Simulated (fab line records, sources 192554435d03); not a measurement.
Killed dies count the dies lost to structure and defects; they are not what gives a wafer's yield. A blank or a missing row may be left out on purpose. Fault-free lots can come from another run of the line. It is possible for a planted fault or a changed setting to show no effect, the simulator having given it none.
fab line records -- flow n5-finfet
record: lots: 4, wafers: 12, last-day: 16
route steps=1938 shown BEOL_M6@1204 PASSIVATION@1936
lots that met no fault: taken from a fault-free run of the same line
start-h: start of the lot's first displayed wafer, in hours after the record's first day -- wait-h: hours since the lot's step before -- " as in the row above -- L1.1+2: a row that stands for several wafers -- - value missing, or start not given -- * or withheld: withheld -- < > ~ a bound
route shown NAME@n: names a module that has steps shown in the file, with the first one's number in the route -- usual: the fault-free wafers' mean and standard deviation -- same: alike in all rows -- chamber/n: place in a boat -- sites: the reading at each site -- _std_site: the standard deviation of these -- _edge_site: mean of outer sites minus mean of inner sites -- radius-mm: for every site, how far away it sits from the centre of the wafer -- mask NAME#n: copy n -- behind: the most recent tool/chamber to have shaped the wafer -- hold: cause of the lot's hold/its duration in hours/its outcome -- device: which transistor (n, p or np) failed to switch -- end of line: the same wafers' tests at the end of the route -- a step given without rows: its recipe and nothing more -- killed: dies that structure and defects cost at the first sort, which is not the same as the wafer's yield -- map: dies across one wafer; x = killed, . = not, _ = none there
set.NAME: the run value of the setting; set.NAME@STEP: its run value at that earlier step -- model.NAME: the simulator's own value behind a step, which no gauge read
a table for each step, a row for each wafer; lots at some steps of the route
services: when a tool's chamber went out of use (start-h, in hours from the record's first day, below 0 if earlier), for how many hours, and the reason
== steps ==
step: N5_BEOL_M6_EXPOSE_08
recipe: mask-id: M6, na: 1.35, source-shape: dipole, sigma-inner: 0.817, sigma-outer: 0.97, polarization: te, dose-mj: 68.25
step: N5_BEOL_M6_PEB_09
recipe: peb-temp-c: withheld, peb-time-s: 60, resist: CAR-ArF
step: N5_BEOL_M6_DEVELOP_10
recipe: develop-time-s: 30, developer: TMAH, resist: CAR-ArF, rinse-liquid: diw, dry: air-spin, dev-temp-c: 23
step: N5_BEOL_M6_DESCUM_16
recipe: chemistry: O2, time-s: 7.9, source-power-w: 50, bias-power-w: 20, pressure-mtorr: 20, rf-frequency-hz: 2.712e+07, temp-c: 40, resist: CAR-ArF, o2-flow-sccm: 225
step: N5_BEOL_M6_ETCH_61
recipe: chemistry: CF4, target: SiARC, target-depth-a: 455, mask-material: CAR-ArF, time-s: 75.8, ion-energy-ev: 80, pressure-mtorr: 40, source-w: 545, bias-w: 36, Ar_flow_sccm: 100, cf4-flow-sccm: 100, ends: cleared
step: N5_BEOL_M6_ETCH_62
recipe: chemistry: N2/H2, target: SOC, target-depth-a: 1100, overetch-a: 220, mask-material: SiARC, temp-c: 40, time-s: 165, ion-energy-ev: 200, pressure-mtorr: 30, source-w: 840, bias-w: 150, n2-flow-sccm: 200, h2-flow-sccm: 200
step: N5_BEOL_M6_STRIP_68
recipe: chemistry: N2/H2, temp-c: 40, n2-flow-sccm: 200, h2-flow-sccm: 200, rf-frequency-hz: 6e+07
step: N5_BEOL_M6_STRIP_67
recipe: chemistry: CF4, resist: SiARC, power-w: 300, bias-power-w: 75, pressure-mtorr: 50, cf4-flow-sccm: 150, rf-frequency-hz: 6e+07
step: N5_BEOL_M6_HM_OPEN_17
recipe: chemistry: Cl2/BCl3, target-depth-a: 200, overetch-a: 60, target: TiN, mask-material: SOC, ion-energy-ev: 150, pressure-mtorr: 10, icp-w: 1000, bias-w: 126, Cl2_flow_sccm: 53.25, bcl3-flow-sccm: 21.75, Ar_flow_sccm: 25
step: N5_BEOL_M6_STRIP_19
recipe: chemistry: O2, power-w: 400, temp-c: 40, pressure-mtorr: 30, rf-frequency-hz: 6e+07, bias-power-w: 0, overash-fraction: 0.2, o2-flow-sccm: 225
usual: drypump-motor-current-A: 5.60/0.28, oes-product-au: 0.79/0.083, rf-vpp-V: 3.6/0.6, showerhead-plenum-p-Torr: 2.06/0.06, throttle-valve-pct: 16.66/0.23
lot.wafer,tool,chamber,start-h,wait-h,drypump-motor-current-A,oes-product-au,rf-hours-counter-h,rf-vpp-V,showerhead-plenum-p-Torr,throttle-valve-pct
L188.1,rie-diel-03,3,197.03,0.1,5.93,0.74,172,3.6,2.05,16.44
L188.4,rie-diel-03,2,197.03,0.1,5.72,0.89,52,3.7,2.12,16.41
L188.5,rie-diel-03,0,197.03,0.1,5.13,0.69,-,3.4,2.16,16.67
L203.2,rie-diel-03,3,287.89,0.1,5.92,0.72,208,3.1,2.04,16.51
L203.4,rie-diel-03,0,287.89,0.1,5.09,0.91,20,3.8,2.15,16.24
L203.6,rie-diel-03,2,287.89,0.1,5.71,0.85,-,4.0,2.11,16.46
L204.1,rie-diel-03,1,291.55,0.1,5.23,0.76,158,3.0,2.03,16.77
L204.3,rie-diel-03,3,291.55,0.1,5.94,0.72,209,4.2,2.04,16.52
L204.6,rie-diel-03,2,291.55,0.1,5.72,0.86,-,3.6,2.11,16.46
L205.1,rie-diel-03,1,299.19,0.1,5.23,0.76,160,3.1,2.03,16.81
L205.2,rie-diel-03,3,299.19,0.1,5.92,0.71,211,2.1,2.04,16.50
L205.4,rie-diel-03,0,299.19,0.1,5.08,0.89,23,3.4,2.15,16.25
step: N5_BEOL_M6_COAT_63
recipe: resist: SOC, temp-c: 250, time-s: 60, spin-rpm: 1500, resist-thk-nm: 60
step: N5_BEOL_M6_COAT_64
recipe: resist: SiARC, temp-c: 220, time-s: 60, spin-rpm: 1500, resist-thk-nm: 12
step: N5_BEOL_M6_COAT_71
recipe: resist: underlayer, temp-c: 205, time-s: 60, spin-rpm: 1500, resist-thk-nm: 5
step: N5_BEOL_M6_COAT_22
recipe: resist: CAR-EUV, spin-rpm: 1500, resist-thk-nm: 30
step: N5_BEOL_M6_EBR_24
recipe: solvent: PGMEA, ebr-width-mm: 1.5
step: N5_BEOL_M6_SOFTBAKE_23
recipe: temp-c: 110, time-s: 60, resist: CAR-EUV
step: N5_BEOL_M6_EXPOSE_25
recipe: mask-id: V5, na: 0.33, source-shape: annular, sigma-inner: 0.4, sigma-outer: 0.8, polarization: unpolarized, target-cd-nm: 40, dose-mj: 45
step: N5_BEOL_M6_PEB_26
recipe: peb-temp-c: 100, peb-time-s: 60, resist: CAR-EUV
step: N5_BEOL_M6_DEVELOP_27
recipe: develop-time-s: 30, developer: TMAH, resist: CAR-EUV, rinse-liquid: surfactant-rinse, dry: air-spin, dev-temp-c: 23
step: N5_BEOL_M6_INSPECT_30
recipe: mode: adi, inspect-instrument: brightfield
usual: raw-defect-count: 419/82
lot.wafer,tool,chamber,start-h,wait-h,raw-defect-count
L188.1,defect-inspect-01,-,198.60,0.1,354
L188.4,defect-inspect-01,-,198.60,0.1,486
L188.5,defect-inspect-01,-,198.60,0.1,309
L203.2,defect-inspect-02,-,289.96,0.0,745
L203.4,defect-inspect-02,-,289.96,0.0,375
L203.6,defect-inspect-02,-,289.96,0.0,416
L204.1,defect-inspect-02,-,292.23,0.1,1656
L204.3,defect-inspect-02,-,292.23,0.1,309
L204.6,defect-inspect-02,-,292.23,0.1,332
L205.1,defect-inspect-01,-,299.80,0.1,1778
L205.2,defect-inspect-01,-,299.80,0.1,399
L205.4,defect-inspect-01,-,299.80,0.1,425
step: N5_BEOL_M6_DESCUM_33
recipe: chemistry: O2, time-s: 7, source-power-w: 50, bias-power-w: 20, pressure-mtorr: 20, rf-frequency-hz: 2.712e+07, temp-c: 40, resist: CAR-EUV, o2-flow-sccm: 225
step: N5_PASSIVATION_PROBE_49
usual: defect-limited-yield: 91.4/1.4, killed_at_M0_to_M3: 34/8.9, killed_at_M4_up: 13/4.6, killed-at-contacts: 12/5.5, killed-at-front-end: 41/11, killed-at-other: 3.1/2.9, killed-dies: 102/16, killed-on-rim: 13/4.2, killed-open: 66/11, killed-short: 34/7.6, sort_bin_4_leakage: 0.01/0.14, sort_bin_5_function: 5.1/0.89, sort_bin_6_memory: 3.2/0.61, sort-n-pass: 1078/16, sort-yield-pct: 91.3/1.4
same: gross-dies: 1180, killed-at-back-side: 0, sort_bin_8_speed[%]: 0
lot.wafer,tool,chamber,start-h,wait-h,defect-limited-yield[%],killed_at_M0_to_M3,killed_at_M4_up,killed-at-contacts,killed-at-front-end,killed-at-other,killed-dies,killed-on-rim,killed-open,killed-short,sort_bin_4_leakage[%],sort_bin_5_function[%],sort_bin_6_memory[%],sort-n-pass,sort-yield-pct[%]
L203.4,prober-01,-,374.24,0.2,91.3,31,10,8,50,4,103,15,71,29,0,5.4,2.9,1077,91.3
L204.1,prober-02,-,374.30,0.0,78.6,41,161,12,38,1,253,28,67,32,0,13.2,3.7,927,78.6
L205.1,prober-02,-,384.72,0.0,78.3,35,169,15,36,1,256,20,73,32,0,12.3,5.3,924,78.3
killed by level:class
L203.4 BEOL_M0_SAQP:geometric-particle:open=15 FIN_SAQP:geometric-particle:open=12 FIN_SAQP:geometric-particle:short=7 STI_FIN_REVEAL:geometric-particle:open=7 MOL_CONTACT_COAG:geometric-particle:open=7 BEOL_M0_SAQP:geometric-particle:short=7 DUMMY_GATE:geometric-particle:open=6 BEOL_M4:geometric-particle:open=5
L204.1 BEOL_M6:unspecified=153 FIN_SAQP:geometric-particle:open=11 MOL_CONTACT_COAG:geometric-particle:open=11 BEOL_M1:geometric-particle:open=11 BEOL_M3:geometric-particle:open=8 FIN_SAQP:geometric-particle:short=7 BEOL_M0_SAQP:geometric-particle:short=6 BEOL_M2:geometric-particle:open=6
L205.1 BEOL_M6:unspecified=151 MOL_CONTACT_COAG:geometric-particle:open=11 BEOL_M3:geometric-particle:open=8 BEOL_M4:geometric-particle:open=7 BEOL_M0_SAQP:geometric-particle:short=7 BEOL_M2:geometric-particle:open=7 FIN_SAQP:geometric-particle:short=6 STI_FIN_REVEAL:geometric-particle:open=6
map L204.1 (x killed, . not)
_________________............________________
______________x..x.............._____________
___________.x.x....................__________
__________.x........x..............x_________
________..................x..........._______
_______.x..x....x......................______
______...x..x................x......x.x._____
_____............x............x..xxxxxx..____
____.x..................x.x....x...x.xxx..___
___..........................xx.xxx.xxxxxx.__
___.............................xxxxxxxxxx.__
__..........x..x..........x..xxxxxxxxxxxxx.._
__.x.x..........x..........x..xxxxxxxxxxxxxx_
_.x.......x..........x.......xxxxxxxxxxxxxxx.
_.....xx......x..............xxxxxxxxxxxxxxxx
_......x.....................xxxxxxxxxxxxxxxx
_x..............x............xxxxxxxxxxxxxxx.
_..................xx......xxx.xxxxxxxxxxx.x.
_.......x.....x......x........x.xxxxxxxxxxx..
_...............................xxx.xxx.x....
_....x.xx..x.......x.............xxx.x..x....
__x.................x........x.......x...x.x_
__x......x..x..x.........x....x............._
___.....x.....x.........x.......x..........__
___......................x......x.x..x...x.__
____x....x.........x.x..........x.........___
_____..x......................x........x.____
______..............x.x................._____
_______..x.........x...x...............______
________.....................xx..x...._______
__________...................x......_________
___________.xx...x.............x...__________
______________.x.........x......_____________
_________________....x.x.....________________
map L205.1 (x killed, . not)
_________________.x........x.________________
______________.x................_____________
___________......x....x............__________
__________...x...x.x........x......._________
________.....x..xx.......x............_______
_______.......x.x........x...x.......x.______
______.......x....................x...x._____
_____.......................x...x.xx.....____
____........x.x.................xxxx...x.x___
___...................x........xxxx.xxxx...__
___..............x.....x......xxxxxxxxxxxxx__
__...xx.............x......xxx.xxxxxxxxxxxxx_
__.............x..............xxxxxxxxxxxxxx_
_..x.............x......x..xxxxxxxxxxxxxxxxxx
_............x.......x.....x.xxxxxxxxxxxxxx..
_.....x...................xxxxxxxxxxxxxxxxxx.
_.x......x.......x..x.........xxxxxxxxxxxx.x.
_....x.......x.x.xx.....xx...xxxxxxxxxxxxx...
_....................xx.........xxxxxxx.xxx..
_.............x................xxx.xxxxx.....
_.....x........................x.....x...x...
__..................................x...x..x_
__...............x..xx.x.........x.........._
___...x..x...x...x............x............__
___.............................x.x........__
____...x........x...........x.............___
_____..............x.....x.x.....x......x____
______x....x....x..x............x......x_____
_______.................x.........x....______
________.......x..x..x.............x.._______
__________......x....x.............._________
___________x.....x.x....x...x......__________
______________..........x.x....._____________
_________________.x..x.......________________
== services ==
tool,chamber,start-h,hours,kind
rie-diel-03,0,211.06,-,clean
rie-diel-03,0,211.06,-,consumable-replace:focus-ring
rie-diel-03,0,211.06,26.7,scheduled-down
rie-diel-03,0,211.06,26.7,vent-cycle
rie-diel-03,2,228.06,8.4,repair
== key ==
first-sign: step: N5_BEOL_M6_INSPECT_30, reading: raw-defect-count, direction: up, sigmas: 16, usual: 419, struck: 1717
effect: step: N5_PASSIVATION_PROBE_49, reading: killed_at_M4_up, direction: up, sigmas: 33, usual: 13, struck: 165
more-kills-born-at: N5_BEOL_M6_STRIP_19@rie-diel-03: 304
met-at N5_BEOL_M6_STRIP_19
struck-wafers L204.1,L205.1
fault: kind: chamber-particle-source, tool: rie-diel-03, chamber: 1, onset-h: 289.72, steps: N5_BEOL_M6_STRIP_19, rate-per-visit-cm2: 2.0971, end-h: 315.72
